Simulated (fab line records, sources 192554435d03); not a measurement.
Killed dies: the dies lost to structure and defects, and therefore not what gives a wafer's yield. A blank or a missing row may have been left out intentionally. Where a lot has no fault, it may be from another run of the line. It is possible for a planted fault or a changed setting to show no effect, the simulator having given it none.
What tool caused it? -- flow n5_finfet -- 24 lots, 72 wafers sampled, at 5 steps of a route of 1938

== WHAT EACH GAUGE READ, for each wafer ==
N5_BEOL_M0_SAQP_CD_MEAS_14 targets a cd of 42.5 nm.
lot,measured,on,cd_nm (nm)
L074,day 5 10:30,cd_sem-03,42.2 42.6 41.9
L075,day 6 00:44,cd_sem-02,41.8 42.3 42.3
L076,day 6 03:46,cd_sem-01,42.3 42.8 41.7
L077,day 6 07:47,cd_sem-03,43.0 43.5 42.9
L078,day 6 09:23,cd_sem-02,42.5 42.6 42.3
L079,day 6 15:48,cd_sem-03,42.6 42.1 42.4
L080,day 7 01:27,cd_sem-02,41.5 42.2 42.0
L081,day 7 04:48,cd_sem-03,42.5 42.9 43.0
L082,day 7 12:38,cd_sem-03,43.3 43.6 42.7
L083,day 7 16:27,cd_sem-02,42.1 42.1 42.2
L084,day 8 01:45,cd_sem-03,41.6 42.3 42.5
L085,day 8 09:38,cd_sem-02,42.4 42.9 43.0
L086,day 8 12:47,cd_sem-02,42.4 42.0 42.2
L087,day 8 16:38,cd_sem-03,42.4 43.0 42.0
L088,day 9 00:44,cd_sem-02,42.6 42.3 42.4
L089,day 9 09:45,cd_sem-02,42.5 42.8 42.8
L090,day 9 13:25,cd_sem-01,42.4 41.9 42.4
L091,day 9 16:41,cd_sem-01,41.7 41.6 42.6
L092,day 9 21:49,cd_sem-03,43.1 43.1 42.6
L093,day 10 05:37,cd_sem-02,42.9 42.9 42.2
L094,day 10 18:55,cd_sem-03,42.3 42.9 42.4
L095,day 10 19:47,cd_sem-03,42.6 42.1 42.5
L096,day 11 08:50,cd_sem-02,42.5 42.7 41.5
L097,day 11 08:01,cd_sem-03,42.2 42.3 42.2

== EACH LOT AND THE TOOL THAT RAN IT (in order: tool; ch and the chambers of the sampled wafers; start) ==
lot,N5_BEOL_M0_SAQP_PECVD_00,N5_BEOL_M0_SAQP_ILD_DEP_01,N5_BEOL_M0_SAQP_PECVD_03,N5_BEOL_M0_SAQP_HM_DEP_111
L074,"pecvd-04 ch 1,2, day 5 09:31","pecvd-04 ch 1,2, day 5 09:32","pecvd-04 ch 0,1, day 5 09:49","pecvd-02 ch 0,2, day 5 10:04"
L075,"pecvd-02 ch 0,1,2, day 5 22:45","pecvd-02 ch 0,1,2, day 5 22:46","pecvd-02 ch 0,1,2, day 6 00:03","pecvd-01 ch 0,2, day 6 00:18"
L076,"pecvd-04 ch 0,1, day 6 01:45","pecvd-04 ch 0,1, day 6 01:47","pecvd-01 ch 0,1,2, day 6 03:05","pecvd-01 ch 0,1,2, day 6 03:20"
L077,"pecvd-04 ch 1,2, day 6 05:10","pecvd-04 ch 1,2, day 6 05:12","pecvd-04 ch 0,1, day 6 07:05","pecvd-02 ch 0,2, day 6 07:20"
L078,"pecvd-01 ch 0,1,2, day 6 08:10","pecvd-01 ch 0,1,2, day 6 08:12","pecvd-01 ch 0,1,2, day 6 08:41","pecvd-04 ch 0,1,2, day 6 08:56"
L079,"pecvd-02 ch 1,2, day 6 14:04","pecvd-02 ch 1,2, day 6 14:06","pecvd-04 ch 0,1,2, day 6 15:07","pecvd-02 ch 0,1, day 6 15:22"
L080,"pecvd-04 ch 0,1, day 7 00:25","pecvd-04 ch 0,1, day 7 00:27","pecvd-01 ch 0,1,2, day 7 00:46","pecvd-04 ch 0,1, day 7 01:01"
L081,"pecvd-04 ch 0,1,2, day 7 03:25","pecvd-04 ch 0,1,2, day 7 03:26","pecvd-04 ch 0,1,2, day 7 04:05","pecvd-01 ch 1,2, day 7 04:20"
L082,"pecvd-04 ch 0,2, day 7 10:32","pecvd-04 ch 0,2, day 7 10:34","pecvd-04 ch 0,2, day 7 11:56","pecvd-01 ch 0,1,2, day 7 12:11"
L083,"pecvd-04 ch 0,1,2, day 7 13:32","pecvd-04 ch 0,1,2, day 7 13:34","pecvd-01 ch 0,2, day 7 15:53","pecvd-02 ch 0,1, day 7 16:08"
L084,"pecvd-01 ch 0,2, day 7 23:02","pecvd-01 ch 0,2, day 7 23:04","pecvd-04 ch 0,2, day 8 01:10","pecvd-02 ch 0,1, day 8 01:26"
L085,"pecvd-04 ch 0,2, day 8 07:32","pecvd-04 ch 0,2, day 8 07:33","pecvd-01 ch 0,1,2, day 8 08:56","pecvd-02 ch 0,1,2, day 8 09:11"
L086,"pecvd-04 ch 0,2, day 8 11:52","pecvd-04 ch 0,2, day 8 11:54","pecvd-04 ch 0,2, day 8 12:13","pecvd-01 ch 0,2, day 8 12:28"
L087,"pecvd-02 ch 0,1, day 8 15:01","pecvd-02 ch 0,1, day 8 15:02","pecvd-04 ch 1,2, day 8 16:04","pecvd-02 ch 0,1,2, day 8 16:19"
L088,"pecvd-04 ch 0,1,2, day 8 22:59","pecvd-04 ch 0,1,2, day 8 23:01","pecvd-04 ch 0,1, day 9 00:01","pecvd-01 ch 0,1,2, day 9 00:17"
L089,"pecvd-04 ch 1,2, day 9 08:50","pecvd-04 ch 1,2, day 9 08:53","pecvd-01 ch 0,1, day 9 09:03","pecvd-01 ch 0,1,2, day 9 09:18"
L090,"pecvd-04 ch 1,2, day 9 11:51","pecvd-04 ch 1,2, day 9 11:53","pecvd-01 ch 0,1, day 9 12:37","pecvd-04 ch 1,2, day 9 12:58"
L091,"pecvd-01 ch 1, day 9 15:31","pecvd-01 ch 1, day 9 15:34","pecvd-01 ch 0,1, day 9 15:54","pecvd-02 ch 0,1,2, day 9 16:14"
L092,"pecvd-01 ch 0,1, day 9 20:34","pecvd-01 ch 0,1, day 9 20:37","pecvd-02 ch 1,2, day 9 21:14","pecvd-01 ch 0,1, day 9 21:29"
L093,"pecvd-02 ch 0,1,2, day 10 04:37","pecvd-02 ch 0,1,2, day 10 04:38","pecvd-01 ch 0,1, day 10 04:50","pecvd-02 ch 0,2, day 10 05:10"
L094,"pecvd-01 ch 0,2, day 10 15:50","pecvd-01 ch 0,2, day 10 15:52","pecvd-04 ch 1,2, day 10 18:13","pecvd-02 ch 0,1, day 10 18:28"
L095,"pecvd-04 ch 0,1,2, day 10 18:50","pecvd-04 ch 0,1,2, day 10 18:52","pecvd-04 ch 0,2, day 10 19:13","pecvd-02 ch 0,1, day 10 19:28"
L096,"pecvd-01 ch 0,1, day 10 21:56","pecvd-01 ch 0,1, day 11 07:31","pecvd-01 ch 0,1, day 11 08:08","pecvd-01 ch 0,2, day 11 08:23"
L097,"pecvd-04 ch 0,1,2, day 11 05:38","pecvd-04 ch 0,1,2, day 11 05:40","pecvd-04 ch 0,2, day 11 07:19","pecvd-04 ch 0,1, day 11 07:34"
- N5_BEOL_M0_SAQP_PECVD_00: deposits SiCN from 3MS/NH3, target thk 8 nm, time 14 s.
- N5_BEOL_M0_SAQP_ILD_DEP_01: deposits SiOC from DEMS/O2, target thk 45.419 nm, time 8.7 s.
- N5_BEOL_M0_SAQP_PECVD_03: deposits SiCN from 3MS/NH3, target thk 12 nm, time 21.1 s.
- N5_BEOL_M0_SAQP_HM_DEP_111: deposits SiO2 from SiH4/N2O, target thk 12 nm, time 7.2 s.

== WHAT THE TOOLS THEMSELVES READ (means of the sampled wafers that have a number; where no wafer has one, the mark that the record gives instead) ==
N5_BEOL_M0_SAQP_PECVD_00.
lot,tool,chamber_pressure_Torr (Torr),showerhead_plenum_p_Torr (Torr),throttle_valve_pct (%)
L074,pecvd-04,2.997,3.648,9.4
L075,pecvd-02,3.001,3.654,9.4
L076,pecvd-04,3.007,3.656,9.8
L077,pecvd-04,3.000,3.645,9.2
L078,pecvd-01,3.000,3.673,9.5
L079,pecvd-02,3.006,3.652,8.8
L080,pecvd-04,3.005,3.658,9.7
L081,pecvd-04,3.006,3.653,9.5
L082,pecvd-04,2.996,3.653,9.2
L083,pecvd-04,2.997,3.653,9.5
L084,pecvd-01,2.997,3.656,9.0
L085,pecvd-04,3.007,3.662,9.1
L086,pecvd-04,3.004,3.661,9.3
L087,pecvd-02,3.001,3.652,9.7
L088,pecvd-04,3.004,3.654,9.5
L089,pecvd-04,3.007,3.656,9.7
L090,pecvd-04,3.002,3.648,9.3
L091,pecvd-01,2.996,3.692,10.5
L092,pecvd-01,2.998,3.661,9.5
L093,pecvd-02,3.004,3.659,9.1
L094,pecvd-01,3.000,3.653,9.0
L095,pecvd-04,2.998,3.655,9.6
L096,pecvd-01,2.992,3.676,10.0
L097,pecvd-04,3.002,3.652,9.4

N5_BEOL_M0_SAQP_ILD_DEP_01.
lot,tool,chamber_pressure_Torr (Torr),heater_power_w (W),showerhead_plenum_p_Torr (Torr),throttle_valve_pct (%)
L074,pecvd-04,5.001,433,5.682,12.1
L075,pecvd-02,5.008,495,5.687,12.3
L076,pecvd-04,5.001,432,5.693,13.2
L077,pecvd-04,5.001,462,5.681,12.2
L078,pecvd-01,5.000,446,5.702,12.5
L079,pecvd-02,4.999,555,5.687,11.7
L080,pecvd-04,4.996,432,5.688,12.8
L081,pecvd-04,5.000,427,5.691,12.5
L082,pecvd-04,4.992,388,5.686,11.8
L083,pecvd-04,5.006,456,5.685,12.5
L084,pecvd-01,5.000,400,5.673,11.8
L085,pecvd-04,5.009,434,5.678,12.0
L086,pecvd-04,4.990,380,5.686,12.1
L087,pecvd-02,5.009,545,5.684,12.6
L088,pecvd-04,4.993,441,5.682,12.6
L089,pecvd-04,5.001,444,5.682,12.7
L090,pecvd-04,4.999,440,5.669,12.1
L091,pecvd-01,4.995,532,5.723,14.1
L092,pecvd-01,5.005,421,5.683,12.5
L093,pecvd-02,5.001,559,5.683,12.3
L094,pecvd-01,4.988,378,5.686,11.8
L095,pecvd-04,4.996,435,5.681,12.5
L096,pecvd-01,5.023,453,5.702,13.3
L097,pecvd-04,4.999,416,5.687,12.5

N5_BEOL_M0_SAQP_PECVD_03.
lot,tool,chamber_pressure_Torr (Torr),showerhead_plenum_p_Torr (Torr),throttle_valve_pct (%)
L074,pecvd-04,3.001,3.664,9.7
L075,pecvd-02,2.996,3.664,9.2
L076,pecvd-01,2.999,3.663,9.6
L077,pecvd-04,3.005,3.665,9.6
L078,pecvd-01,3.009,3.667,9.6
L079,pecvd-04,2.997,3.654,9.4
L080,pecvd-01,2.996,3.663,9.5
L081,pecvd-04,3.005,3.655,9.6
L082,pecvd-04,3.006,3.657,9.2
L083,pecvd-01,3.001,3.666,9.1
L084,pecvd-04,3.007,3.651,9.0
L085,pecvd-01,2.999,3.673,9.6
L086,pecvd-04,3.001,3.660,9.3
L087,pecvd-04,2.998,3.651,9.2
L088,pecvd-04,2.995,3.658,9.9
L089,pecvd-01,3.004,3.673,10.1
L090,pecvd-01,2.999,3.664,9.4
L091,pecvd-01,3.003,3.658,9.5
L092,pecvd-02,3.001,3.660,9.0
L093,pecvd-01,2.994,3.663,9.5
L094,pecvd-04,3.000,3.650,9.3
L095,pecvd-04,2.998,3.655,9.0
L096,pecvd-01,3.001,3.656,9.6
L097,pecvd-04,2.998,3.653,9.3

N5_BEOL_M0_SAQP_HM_DEP_111.
lot,tool,chamber_pressure_Torr (Torr),heater_power_w (W),showerhead_plenum_p_Torr (Torr)
L074,pecvd-02,0.7505,904,8.04
L075,pecvd-01,0.7478,617,8.01
L076,pecvd-01,0.7496,713,8.18
L077,pecvd-02,0.7473,868,8.05
L078,pecvd-04,0.7484,762,8.04
L079,pecvd-02,0.7500,865,8.10
L080,pecvd-04,0.7505,736,8.08
L081,pecvd-01,0.7493,725,8.26
L082,pecvd-01,0.7506,699,8.19
L083,pecvd-02,0.7485,815,8.12
L084,pecvd-02,0.7496,827,8.11
L085,pecvd-02,0.7501,894,8.08
L086,pecvd-01,0.7481,703,8.09
L087,pecvd-02,0.7486,864,8.10
L088,pecvd-01,0.7501,739,8.17
L089,pecvd-01,0.7499,700,8.17
L090,pecvd-04,0.7519,788,8.01
L091,pecvd-02,0.7507,784,8.09
L092,pecvd-01,0.7486,665,8.09
L093,pecvd-02,0.7489,915,8.05
L094,pecvd-02,0.7490,818,8.13
L095,pecvd-02,0.7488,872,8.11
L096,pecvd-01,0.7490,630,7.99
L097,pecvd-04,0.7502,748,8.09

== THE ANSWER, worked out from the rows above alone ==
Rule: the usual values come from the lots themselves. Put in order of their means at a reading, lots are off if they are a third of the lots or fewer, leave a main group of 4 or more, and stand apart from it by a gap of 3 or more times the standard deviation of the main group's means; of several such gaps the widest counts. Not used: any main group whose means are identical at the precision the tables above print for the reading. A lot without any number at a reading at which 4 lots or more have one is off too. Any other lot the step has rows for is counted as sound. First the gauges in route order, then the tools' own readings, where a lot's mean is used as printed above. The first step at which some lot is off is used, and at that step the reading that is off furthest; a lot without a number counts as furthest.
None of the lots is off at any reading shown; this tells nothing.

== WHAT THE SIMULATOR HAD INSERTED ==
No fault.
